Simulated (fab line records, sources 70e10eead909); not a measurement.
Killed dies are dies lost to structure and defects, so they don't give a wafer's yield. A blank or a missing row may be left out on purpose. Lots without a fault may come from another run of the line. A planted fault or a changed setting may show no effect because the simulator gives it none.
Which tool did it? | flow nand_harc | 12 lots, 36 wafers sampled, at 1 step of a route of 1302

WHAT THE GAUGES READ, wafer by wafer
NHARC_P_STI_CD_MEAS_09: target cd 200 nm.
lot  | measured     | on        | cd_nm (nm)
L075 | day 3 06:39  | cd_sem-03 | 201.0 201.6 199.7
L077 | day 4 02:00  | cd_sem-02 | 201.1 201.2 199.9
L079 | day 4 22:39  | cd_sem-02 | 199.8 201.7 200.1
L081 | day 5 19:28  | cd_sem-03 | 201.2 200.3 203.7
L083 | day 6 14:49  | cd_sem-02 | 201.6 201.0 200.9
L085 | day 7 10:44  | cd_sem-03 | 200.4 201.8 201.8
L087 | day 8 06:03  | cd_sem-02 | 200.1 202.3 200.8
L089 | day 9 01:37  | cd_sem-02 | 201.8 202.5 203.3
L091 | day 9 22:37  | cd_sem-03 | 203.1 200.6 202.0
L093 | day 10 20:56 | cd_sem-02 | 199.5 200.3 201.7
L095 | day 11 12:26 | cd_sem-03 | 199.9 199.7 200.9
L096 | day 13 05:02 | cd_sem-02 | 200.0 200.1 198.5

WHICH TOOL RAN EACH LOT (tool, then ch and the chambers of the sampled wafers, then the start)
The record holds no process step before these readings.

THE ANSWER, worked out from the rows above alone
Rule: what is usual is taken from the lots themselves. Put in order of their means at a reading, lots are off if they are a third of the lots or fewer, leave a main group of 4 or more, and stand apart from it by a gap of 3 or more times the standard deviation of the main group's means; of several such gaps the widest counts. A main group whose means are all the same, to the digits that the tables above print for the reading, isn't used. A lot without any number at a reading at which 4 lots or more have one is off too. The other lots that the step has rows for count as sound.
No lot is off at any reading shown: from this, nothing can be told.

WHAT THE SIMULATOR HAD PUT IN
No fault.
